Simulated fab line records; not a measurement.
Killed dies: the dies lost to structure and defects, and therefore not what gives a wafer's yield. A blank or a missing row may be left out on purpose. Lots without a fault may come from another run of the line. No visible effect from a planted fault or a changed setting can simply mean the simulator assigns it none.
Which of the tools did it? + flow nandHarc + 11 lots, 33 wafers sampled, at 5 steps of a route of 1302

WHAT EACH GAUGE READ, for each wafer
NHARC_A_M0_CD_MEAS_09: the cd target is 80 nm.
| lot  | measured     | on       | cdNm (nm)                     |
|------|--------------|----------|-------------------------------|
| L787 | day 23 10:18 | cdSem-01 | 80.8 79.8 79.3                |
| L788 | day 23 11:02 | cdSem-01 | 82.0 80.5 81.5                |
| L790 | day 23 22:48 | cdSem-01 | 79.9 79.8 80.7                |
| L791 | day 25 09:01 | cdSem-01 | 79.8 80.7 80.6                |
| L794 | day 25 20:26 | cdSem-02 | 79.4 80.3 79.4                |
| L793 | day 25 22:48 | cdSem-02 | 80.8 80.5 79.1                |
| L798 | day 27 05:43 | cdSem-02 | 80.4 79.7 80.6                |
| L804 | day 30 23:01 | cdSem-01 | 87.2 86.8 87.5 87.3 86.6 87.1 |
| L806 | day 31 05:18 | cdSem-03 | 79.6 78.7 78.5                |
| L808 | day 31 07:59 | cdSem-01 | 81.9 81.0 80.8                |
| L805 | day 33 12:05 | cdSem-01 | 84.1 83.0 84.2 83.8 83.0 84.2 |

TOOL THAT RAN EACH LOT (tool first, then ch and the chambers of the sampled wafers, then the start)
| lot  | NHARC_A_BLC_ETCH_18                          | NHARC_A_BLC_PVD_32                     | NHARC_A_BLC_ALD_23                 | NHARC_A_M0_EXPOSE_06              |
|------|----------------------------------------------|----------------------------------------|------------------------------------|-----------------------------------|
| L787 | rieDiel-02 ch 0,3, day 23 08:21 or earlier   | pvdSputter-01, day 23 08:21 or earlier | aldMetal-01 ch 0,3, day 23 08:21   | arfiScanner-02 ch 0, day 23 10:10 |
| L788 | rieDiel-05 ch 0,1,2, day 23 08:58 or earlier | pvdSputter-03, day 23 08:58 or earlier | aldMetal-02 ch 0,1, day 23 08:58   | arfiScanner-01 ch 0, day 23 10:55 |
| L790 | rieDiel-02 ch 0,2,3, day 23 20:45 or earlier | pvdSputter-01, day 23 20:45 or earlier | aldMetal-04 ch 0,1,3, day 23 20:45 | arfiScanner-02 ch 0, day 23 22:40 |
| L791 | rieDiel-02 ch 0,1,3, day 25 06:59 or earlier | pvdSputter-02, day 25 06:59 or earlier | aldMetal-02 ch 1,2, day 25 06:59   | arfiScanner-01 ch 0, day 25 08:53 |
| L794 | rieDiel-02 ch 0,2,3, day 25 18:24 or earlier | pvdSputter-03, day 25 18:24 or earlier | aldMetal-01 ch 0,1,3, day 25 18:24 | arfiScanner-02 ch 0, day 25 20:18 |
| L793 | rieDiel-02 ch 1,2,3, day 25 20:49 or earlier | pvdSputter-02, day 25 20:49 or earlier | aldMetal-02 ch 2,3, day 25 20:49   | arfiScanner-02 ch 0, day 25 22:40 |
| L798 | rieDiel-05 ch 0,3, day 27 03:42 or earlier   | pvdSputter-01, day 27 03:42 or earlier | aldMetal-02 ch 1,2, day 27 03:42   | arfiScanner-03 ch 0, day 27 05:34 |
| L804 | rieDiel-05 ch 1,2,3, day 30 21:07 or earlier | pvdSputter-01, day 30 21:07 or earlier | aldMetal-01 ch 0,1,2, day 30 21:07 | arfiScanner-01 ch 0, day 30 22:53 |
| L806 | rieDiel-02 ch 0,1, day 31 03:17 or earlier   | pvdSputter-03, day 31 03:17 or earlier | aldMetal-01 ch 1,2, day 31 03:17   | arfiScanner-03 ch 0, day 31 05:10 |
| L808 | rieDiel-02 ch 0,1,2, day 31 05:58 or earlier | pvdSputter-01, day 31 05:58 or earlier | aldMetal-01 ch 0,2, day 31 05:58   | arfiScanner-02 ch 0, day 31 07:50 |
| L805 | rieDiel-02 ch 0,1, day 33 09:47 or earlier   | pvdSputter-02, day 33 09:47 or earlier | aldMetal-04 ch 1,2,3, day 33 09:47 | arfiScanner-01 ch 0, day 33 11:57 |
- NHARC_A_BLC_ETCH_18: etches the open film in C4F8/O2/Ar, target depth 910 nm.
- NHARC_A_BLC_PVD_32: deposits Ti, target thk 5 nm, time 17.7 s.
- NHARC_A_BLC_ALD_23: deposits TiN, target thk 3 nm, pulse time 1 s, ald cycles 150.
- NHARC_A_M0_EXPOSE_06: exposes mask A M0, target cd 80 nm.

THE ANSWER, worked out from the rows above alone
Rule: what is usual is taken from the lots themselves. The widest of any qualifying gaps counts: lots, ordered by their means at a reading, are off when they make up no more than a third of the lots, leave a main group of 4 or more, and stand apart from it by 3 or more times the standard deviation of that group's means. If all means in a main group match to the digits the tables above print for the reading, that group is not used. A lot without any number at a reading at which 4 lots or more have one is off too. Where the step has rows for the other lots, those lots are counted as sound.
Off: L804, L805, at NHARC_A_M0_CD_MEAS_09 (cdNm). Mean 80.2 nm and standard deviation 0.69 in the main group.
A tool fits if, at a process step before that reading, it ran every lot that is off, and no sound lot after the first of them. Gauges at NHARC_A_M0_CD_MEAS_09: tried the same way as those tools. NHARC_A_BLC_ETCH_18 gives no start for some lots, so the hours and the order of its lots are those of NHARC_A_BLC_ALD_23. NHARC_A_BLC_PVD_32 gives no start for some lots, so the hours and the order of its lots are those of NHARC_A_BLC_ALD_23. One fits: arfiScanner-01 at NHARC_A_M0_EXPOSE_06. Its last sound lot is L791 (day 25 08:53), its first lot that is off L804 (day 30 22:53): a fault that began between those two fits.

WHAT THE SIMULATOR HAD PUT IN
Process parameter drift: arfiScanner-01, from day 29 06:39 on, at NHARC_A_M0_EXPOSE_06. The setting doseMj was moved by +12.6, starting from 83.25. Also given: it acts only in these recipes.
Struck lots among those shown: L804, L805. The rule given above showed the same thing.
